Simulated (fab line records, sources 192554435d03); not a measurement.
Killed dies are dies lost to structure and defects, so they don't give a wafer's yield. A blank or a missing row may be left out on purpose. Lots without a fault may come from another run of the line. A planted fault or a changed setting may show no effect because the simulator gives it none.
Chamber matching | flow n5_finfet | N5_DUMMY_GATE_TRIM_49 on rie_si-02: 4 sister chambers
The step chemistry O2, time 29 s, target cd 14 nm. 16 wafers are shown with their chamber, then 8 later ones without.

WAFERS WITH THEIR CHAMBER
wafer  | chamber | throttle_valve_pct (%) | drypump_motor_current_A (A) | he_backside_leak_sccm (sccm)
L076.2 | 0       | 8.08                   | 5.5                         | 2.6
L076.4 | 2       | 8.28                   | 5.6                         | 3.5
L076.6 | 0       | 8.10                   | 5.5                         | 2.6
L078.1 | 2       | 8.27                   | 5.6                         | 3.6
L078.4 | 2       | 8.27                   | 5.6                         | 3.5
L078.6 | 0       | 8.10                   | 5.6                         | 2.5
L081.1 | 1       | 7.84                   | 6.3                         | 2.4
L081.5 | 3       | 8.05                   | 6.4                         | 2.6
L081.6 | 2       | 8.26                   | 5.6                         | 3.5
L084.1 | 3       | 8.04                   | 6.4                         | 2.5
L084.3 | 2       | 8.27                   | 5.6                         | 3.4
L084.4 | 1       | 7.87                   | 6.3                         | 2.4
L088.3 | 2       | 8.27                   | 5.6                         | 3.4
L088.5 | 1       | 7.85                   | 6.4                         | 2.2
L088.6 | 2       | 8.27                   | 5.6                         | 3.8
L089.1 | 0       | 8.09                   | 5.5                         | 2.7

SIGNATURES (means of the wafers above)
reading                 | chamber 0 | chamber 1 | chamber 2 | chamber 3 | scatter within a chamber
throttle_valve_pct      | 8.0925    | 7.8533    | 8.2700    | 8.0450    | 0.00909
drypump_motor_current_A | 5.525     | 6.333     | 5.600     | 6.400     | 0.0344
he_backside_leak_sccm   | 2.600     | 2.333     | 3.529     | 2.550     | 0.118
Rule: a wafer's distance from a chamber is the root of the sum, over the readings, of the square of ((its reading less the chamber's mean) divided by the reading's scatter). The wafer belongs to the nearest chamber; if the next one is less than 2 further off, it can't be placed. The scatter: the root of (the sum of the squares of (reading less its chamber's mean) over the shown wafers, divided by (wafers less chambers)).

WAFERS WITHOUT THEIR CHAMBER
wafer  | throttle_valve_pct (%) | drypump_motor_current_A (A) | he_backside_leak_sccm (sccm)
L089.2 | 8.05                   | 6.4                         | 2.7
L089.5 | 8.09                   | 5.5                         | 2.6
L094.2 | 8.08                   | 5.5                         | 2.6
L094.3 | 8.29                   | 5.6                         | 3.6
L094.5 | 8.27                   | 5.6                         | 3.5
L096.2 | 7.84                   | 6.3                         | 2.3
L096.3 | 8.04                   | 6.4                         | 2.6
L096.6 | 8.07                   | 5.6                         | 2.6

WHICH CHAMBER EACH WENT THROUGH
wafer  | from the rows above | in truth
L089.2 | 3                   | 3
L089.5 | 0                   | 0
L094.2 | 0                   | 0
L094.3 | 2                   | 2
L094.5 | 2                   | 2
L096.2 | 1                   | 1
L096.3 | 3                   | 3
L096.6 | 0                   | 0
Placed correctly: 8 of 8. Can't be placed from these rows: 0. Placed wrongly: 0.
